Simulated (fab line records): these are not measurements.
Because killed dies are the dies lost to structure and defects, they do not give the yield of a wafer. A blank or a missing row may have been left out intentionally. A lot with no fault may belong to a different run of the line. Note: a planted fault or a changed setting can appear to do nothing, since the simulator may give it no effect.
Matching of chambers ; flow nand-harc ; rie-diel-03 running NHARC_A_CHANNEL_FILL_D2_STRIP_28: 4 sister chambers
The step strips in O2, time 20 s. 8 wafers are shown with their chamber, then 12 later ones without.

## WAFERS WITH THEIR CHAMBER
wafer;chamber;showerhead-plenum-p-Torr (Torr);drypump-motor-current-A (A)
L084.2;0;3.75;5.74
L086.5;1;3.54;5.76
L088.1;2;3.75;5.58
L088.2;0;3.75;5.78
L088.3;3;3.36;5.66
L091.1;2;3.75;5.58
L091.3;1;3.53;5.78
L091.5;3;3.36;5.64

## WAFERS MISSING THEIR CHAMBER
wafer;showerhead-plenum-p-Torr (Torr);drypump-motor-current-A (A)
L094.3;3.74;5.57
L094.4;3.53;5.77
L094.6;3.36;5.66
L095.1;3.53;5.78
L095.4;3.74;5.58
L095.5;3.74;5.58
L097.3;3.74;5.58
L097.4;3.36;5.70
L097.6;3.74;5.57
L096.2;3.75;5.74
L096.3;3.53;5.79
L096.6;3.36;5.64

## THE CHAMBER EACH PASSED THROUGH
wafer;from the rows above;in truth
L094.3;2;2
L094.4;1;1
L094.6;3;3
L095.1;1;1
L095.4;2;2
L095.5;2;2
L097.3;2;2
L097.4;3;3
L097.6;2;2
L096.2;0;0
L096.3;1;1
L096.6;3;3
Correct placement for 12 of the 12. Can't be placed from these rows: 0. Placed wrongly: 0.
How it was worked out, from the rows above alone: a wafer's distance from a chamber is the root of the sum, over the readings, of the square of ((its reading less the chamber's mean) divided by the reading's scatter). The wafer belongs to the nearest chamber; if the next one is less than 2 further off, it can't be placed. A chamber's mean is the mean of its shown wafers. The scatter: take each reading less its chamber's mean, square it, sum over the shown wafers, divide by the number of wafers less the number of chambers, and take the root.
